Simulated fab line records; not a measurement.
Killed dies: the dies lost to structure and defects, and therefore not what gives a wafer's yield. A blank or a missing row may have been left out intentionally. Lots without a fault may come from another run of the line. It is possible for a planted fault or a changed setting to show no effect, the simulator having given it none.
Matching of chambers    flow n5_finfet    3 sister chambers for N5_FIN_SAQP_HM_DEP_72 on pecvd-03
The step deposits SiO2 from SiH4/N2O, target thk 12 nm, time 7.2 s. 14 wafers are shown with their chamber, then 7 later ones without.

== WAFERS, EACH WITH ITS CHAMBER ==
wafer   chamber  showerhead_plenum_p_Torr (Torr)  heater_power_w (W)  chamber_pressure_Torr (Torr)
L077.2  2        8.06                             907                 0.7501
L077.4  0        8.10                             637                 0.7520
L077.5  2        8.08                             923                 0.7498
L079.2  1        8.28                             633                 0.7509
L079.3  2        8.07                             881                 0.7496
L079.5  2        8.07                             897                 0.7518
L087.3  1        8.27                             553                 0.7499
L087.4  0        8.09                             739                 0.7513
L087.6  2        8.06                             846                 0.7510
L088.3  1        8.28                             657                 0.7497
L088.5  1        8.28                             632                 0.7506
L088.6  2        8.07                             898                 0.7498
L091.1  1        8.27                             611                 0.7508
L091.4  1        8.27                             605                 0.7502

SIGNATURES (averages over the wafers above)
reading                   chamber 0  chamber 1  chamber 2  scatter within a chamber
showerhead_plenum_p_Torr  8.0950     8.2750     8.0683     0.00663
heater_power_w            688.00     615.17     892.00     37
chamber_pressure_Torr     0.751650   0.750350   0.750350   0.000689
Rule: a wafer lies at a distance from a chamber equal to the root of the sum of squares, over the readings, of (its reading less the chamber's mean, divided by the reading's scatter). If the next closest chamber is less than 2 further off than the closest, the wafer can't be placed; otherwise it belongs to the closest. The scatter: take each reading less its chamber's mean, square it, sum over the shown wafers, divide by the number of wafers less the number of chambers, and take the root.

== WAFERS WITHOUT THEIR CHAMBER ==
wafer   showerhead_plenum_p_Torr (Torr)  heater_power_w (W)  chamber_pressure_Torr (Torr)
L091.5  8.08                             904                 0.7519
L092.1  8.27                             636                 0.7490
L092.3  8.09                             627                 0.7467
L092.6  8.09                             762                 0.7507
L094.1  8.27                             591                 0.7504
L094.2  8.09                             725                 0.7542
L094.6  8.09                             842                 0.7506

== EACH ONE'S CHAMBER ==
wafer    from the rows above       in truth
L091.5   2                         2
L092.1   1                         1
L092.3   0                         0
L092.6   0                         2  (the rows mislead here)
L094.1   1                         1
L094.2   0                         0
L094.6   can't be placed: 2 or 0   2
Placed correctly: 5 of 7. Can't be placed from these rows: 1 (the true chamber is among the candidates in 1). Wrongly placed: 1.
